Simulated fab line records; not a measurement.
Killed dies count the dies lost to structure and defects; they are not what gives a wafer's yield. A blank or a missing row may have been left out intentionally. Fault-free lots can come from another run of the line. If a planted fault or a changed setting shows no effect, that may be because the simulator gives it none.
Struck lot and sound lot, side by side / flow n5_finfet / 25 steps out of a route of 1938
Sound: the wafers L604.1, L604.4, L604.6. Struck: wafers L602.3, L602.6 (left out: L602.4, a lot-mate that was not struck); the cause follows at the end.
Each step with rows lists, per side, the tool, then ch with its chambers, then its first start. Under that, the readings that differ: sound wafers / struck wafers / difference of the means / sigmas: that difference in standard deviations of wafers without a fault.
alike: readings with means less than 2 such deviations apart, plus words and numbers identical on both sides. not compared: withheld readings, readings lacking a value on some wafer, bounds such as >300 that could conceal the same value, and numbers that have no deviation in the record and whose values overlap.
A row with sigmas, a row that says differs or no value, or rows on one side alone: a step with any of these is where the two part. Numbers that don't overlap but have no deviation are shown without sigmas and don't part them. A reading missing from all wafers of one side parts the sides only when that side holds two or more wafers.

first, 11 steps without rows for these wafers: N5_WELL_APT_RTA_34 (time 10 s); N5_WELL_APT_OXIDE_STRIP_42 (strips SiO2 in dHF, time 45 s, target depth 12 nm); N5_WELL_APT_PRECLEAN_36 (cleans in O3/DIW, time 45 s); N5_WELL_APT_PRECLEAN_39 (cleans in dHF, time 60 s); N5_WELL_APT_SRD_37 (time 30 s); N5_WELL_APT_EPI_41 (deposits Si from SiH4/H2, target thk 50 nm, time 297.7 s); N5_PMOS_HMC_CHANNEL_EPI_HM_DEP_34 (deposits SiO2 from TEOS/O2, target thk 36 nm, time 6.9 s); N5_PMOS_HMC_CHANNEL_EPI_COAT_31 (time 60 s, resist thk 66 nm); N5_PMOS_HMC_CHANNEL_EPI_COAT_03 (resist thk 205 nm); N5_PMOS_HMC_CHANNEL_EPI_EBR_05; N5_PMOS_HMC_CHANNEL_EPI_SOFTBAKE_04 (time 60 s).
N5_PMOS_HMC_CHANNEL_EPI_EXPOSE_06: exposes mask PMOS HMC BLK, target cd 240 nm.
  sound on arfi_scanner-02 ch 0, day 5 16:51; struck on arfi_scanner-01 ch 0, day 5 05:39
  alike: mask
then, 2 steps without rows for these wafers: N5_PMOS_HMC_CHANNEL_EPI_PEB_07 (peb time 60 s); N5_PMOS_HMC_CHANNEL_EPI_DEVELOP_08 (develop time 30 s).
N5_PMOS_HMC_CHANNEL_EPI_CD_MEAS_09: the cd target is 237.4 nm.
  sound on cd_sem-02 ch 0, day 5 16:58; struck on cd_sem-03 ch 0, day 5 05:46
reading=cd_nm (nm); sound=238.4 236.8 237.5; struck=260.8 261.4; difference=+23.5; sigmas=+26
N5_PMOS_HMC_CHANNEL_EPI_DESCUM_14: chemistry O2, time 7.9 s.
  sound on rie_diel-03 ch 0,3, day 5 17:23; struck on rie_diel-06 ch 0,1, day 5 05:51
reading=model.PMOS_HMC_CHANNEL_EPI.cd_nm (nm); sound=238.2 236.7 237.1; struck=261.4 261.2; difference=+24.0; sigmas=
  alike: drypump_motor_current_A, oes_product_au, rf_vpp_V, showerhead_plenum_p_Torr, throttle_valve_pct
  not compared: rf_hours_counter_h
then, 5 steps without rows for these wafers: N5_PMOS_HMC_CHANNEL_EPI_ETCH_32 (etches BARC in N2/H2, stops on SiO2, target depth 85.8 nm, time 50.3 s); N5_PMOS_HMC_CHANNEL_EPI_HM_OPEN_15 (chemistry CHF3/O2, target SiO2, target depth 40.6 nm, time 20.3 s); N5_PMOS_HMC_CHANNEL_EPI_STRIP_33 (strips in N2/H2); N5_PMOS_HMC_CHANNEL_EPI_STRIP_17 (strips in SPM, time 750 s); N5_PMOS_HMC_CHANNEL_EPI_ETCH_38 (etches SiO2 in CF4, target depth 1.5 nm).
N5_PMOS_HMC_CHANNEL_EPI_FIN_RECESS_16: chemistry HBr/Cl2, target Si, target depth 54 nm, time 18 s.
  sound on rie_si-05 ch 1,2, day 5 17:50; struck on rie_si-03 ch 2,3, day 5 06:19
reading=model.PMOS_HMC_CHANNEL_EPI.cd_nm (nm); sound=240.4 240 239.5; struck=264.2 264; difference=+24.1; sigmas=
  alike: drypump_motor_current_A, mfc_cl2_sccm, oes_product_au, throttle_valve_pct
  not compared: rf_hours_counter_h
then, 1 step without rows for these wafers: N5_PMOS_HMC_CHANNEL_EPI_PRECLEAN_36 (cleans in O3/DIW, time 45 s).
-- a jump in the record: the struck wafers' starts before and after are 6 days apart (it breaks off in module PMOS_HMC_CHANNEL_EPI and resumes in module BEOL_M4, where the first step shown is number 1111 of the route) --
N5_BEOL_M4_RC_MEAS_101:
  sound on prober-01 ch 0, day 12 10:38; struck on prober-02 ch 0, day 11 14:09
reading=DIBL_N (mV/V); sound=38.7 36.3 37.9; struck=33.5 33.2; difference=-4.3; sigmas=-3
reading=DIBL_P (mV/V); sound=38.6 36.3 38.0; struck=33.2 32.4; difference=-4.8; sigmas=-2
reading=SS_P (mV/dec); sound=73.8 73.9 73.8; struck=72.5 72.3; difference=-1.4; sigmas=-2
  alike: IOFF_N, IOFF_P, ION_N, ION_P, SS_N, VT_N, VT_P
-- a jump in the record: the struck wafers' starts before and after are 5 days apart (it breaks off in module BEOL_M4 and resumes in module PASSIVATION, where the first step shown is number 1936 of the route) --
N5_PASSIVATION_PROBE_49:
  the record has rows for the struck wafers here (prober-01, day 16 06:37) and none for the sound ones

## WHERE THEY PART
Last at N5_PASSIVATION_PROBE_49 as far as this record goes, first at N5_PMOS_HMC_CHANNEL_EPI_CD_MEAS_09.

WHY: what the simulator had put in
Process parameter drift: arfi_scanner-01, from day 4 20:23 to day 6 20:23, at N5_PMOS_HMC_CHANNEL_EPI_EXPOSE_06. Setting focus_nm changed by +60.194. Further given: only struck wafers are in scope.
